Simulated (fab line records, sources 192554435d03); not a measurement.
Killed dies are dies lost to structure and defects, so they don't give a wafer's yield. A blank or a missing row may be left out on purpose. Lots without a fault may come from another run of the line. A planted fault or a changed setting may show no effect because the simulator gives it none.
Chamber matching | flow n5_finfet | N5_BEOL_M8_ILD_DEP_00 on pecvd-01: 3 sister chambers
The step deposits SiCOH lowk from DEMS/porogen, target thk 179.75 nm, time 33.4 s. 3 wafers are shown with their chamber, then 9 later ones without.

WAFERS WITH THEIR CHAMBER
wafer  | chamber | showerhead_vpp_V (V)
L086.5 | 2       | 1479
L089.2 | 0       | 1264
L089.4 | 1       | 1366

WAFERS WITHOUT THEIR CHAMBER
wafer  | showerhead_vpp_V (V)
L091.1 | 1345
L091.4 | 1319
L091.6 | 1266
L092.1 | 1334
L092.2 | 1261
L092.3 | 1472
L096.1 | 1478
L096.2 | 1338
L096.5 | 1278

WHICH CHAMBER EACH WENT THROUGH
wafer  | from the rows above     | in truth
L091.1 | 1                       | 1
L091.4 | can't be placed: 1 or 0 | 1
L091.6 | 0                       | 0
L092.1 | can't be placed: 1 or 0 | 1
L092.2 | 0                       | 0
L092.3 | 2                       | 2
L096.1 | 2                       | 2
L096.2 | 1                       | 1
L096.5 | 0                       | 0
Placed correctly: 7 of 9. Can't be placed from these rows: 2 (the true chamber is among the candidates in 2). Placed wrongly: 0.
How it was worked out, from the rows above alone: a wafer's distance from a chamber is the root of the sum, over the readings, of the square of ((its reading less the chamber's mean) divided by the reading's scatter). The wafer belongs to the nearest chamber; if the next one is less than 2 further off, it can't be placed. A chamber's mean is the mean of its shown wafers. The scatter: with one shown wafer a chamber, the root of the mean of the squares of how far each hidden wafer lies from its nearest shown one.
